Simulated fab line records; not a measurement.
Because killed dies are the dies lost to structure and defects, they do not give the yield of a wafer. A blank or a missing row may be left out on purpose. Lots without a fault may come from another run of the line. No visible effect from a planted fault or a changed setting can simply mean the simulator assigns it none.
Problem report, 8D (eight disciplines) form, completed by code -- flow nand-harc -- the parts of the form that need people (team, actions taken, sign-off) are left out

## 1. WHAT IS WRONG
Mean of killed-at-array at NHARC_END_SORT_01: 671 across 3 wafers in 2 lots; on wafers with no fault it is 56 (standard deviation 19). Relative to the usual mean, that is a shift of +32 standard deviations.
First observed at day 31 05:36: wafer L922.2, on prober-02. Wafers with a number at this step in the record: 6, from 2 lots. By rule, "out" or "out of limits" means more than 4 standard deviations away from the usual mean. The other wafers with a number count as sound.

## 2. WHAT IT IS AND WHAT IT IS NOT
question,is,is not
which readings at this step,"killed-at-array, killed-dies","killed-at-other, killed-at-periphery, killed-open, killed-short"
which lots,"L921, L922",-
which wafers of those lots,"L921.5, L922.2, L922.4","L921.2, L921.6, L922.5"
read on which gauges,"prober-01, prober-02",-
when,from day 31 05:36,"up to then (0 sound wafers); but 3 sound wafers of L921, L922 came after"

## 3. WHAT RULES OUT EACH SUSPECT
Counting: any tool at a process step up to the reading remains a suspect provided it ran every lot that is out. Sound lots after the first of them don't rule it out here, since some wafers of a struck lot are sound.
- the gauge at NHARC_END_SORT_01 has been ruled out. Those wafers that are out were read across 2 gauges (prober-01, prober-02).
- pecvd-03 at NHARC_A_STAIRCASE_DEP_322 (deposits SiO2, target thk 7200 nm): kept. It ran every lot that is out, first L922 (day 24 16:07).
- pvd-sputter-02 at NHARC_THIN_TSV_PVD_51 (deposits Cu, target thk 100 nm): kept. It ran every lot that is out, first L922 (day 30 17:57). With no start given for some of its lots, NHARC_THIN_TSV_PVD_51 uses the hours and lot order of NHARC_THIN_TSV_CMP_21.
- In pecvd-03 at NHARC_A_STAIRCASE_DEP_322, the wafers that are out were processed in chamber 0 and their sound lot-mates in chambers 1, 2.
Left after counting: pecvd-03 at NHARC_A_STAIRCASE_DEP_322, pvd-sputter-02 at NHARC_THIN_TSV_PVD_51.

## 4. THE CAUSE (what the simulator had put in)
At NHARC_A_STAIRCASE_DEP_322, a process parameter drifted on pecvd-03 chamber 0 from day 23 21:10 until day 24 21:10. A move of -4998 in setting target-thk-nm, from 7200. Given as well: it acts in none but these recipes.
2 suspects survive the count, and this tool is in that group.

## 5. SEQUENCE OF EFFECTS, ordered by route
One row per reading whose mean, taken over the struck wafers that have a number, lies over 3 standard deviations from the usual. Only readings for which the record gives a usual standard deviation are gone through. hours: the time from each lot's start at the first step in this table that gives one to its start at this step, as a median over the lots. sigmas: the change in usual standard deviations.
hours,step,reading,usual,on struck wafers,change,sigmas
0,NHARC_END_SORT_01,killed-at-array,56,671,+615,+32
0,NHARC_END_SORT_01,killed-dies,61,677,+616,+32

## 6. WHAT WOULD HAVE CAUGHT IT SOONER
Counted from the fault's start at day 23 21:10, it took 176 hours until the first out-of-limits reading at a measuring or inspecting step in this record, taken at day 31 05:36.
An alarm limit of 4 standard deviations would not have fired on the tool readings at NHARC_A_STAIRCASE_DEP_322 for which the record gives a usual standard deviation, since none of them was out on any struck wafer.
By day 31 05:36, every lot that is out (2) had started NHARC_A_STAIRCASE_DEP_322 on pecvd-03. Tool hold at that time: it would have spared none of them.
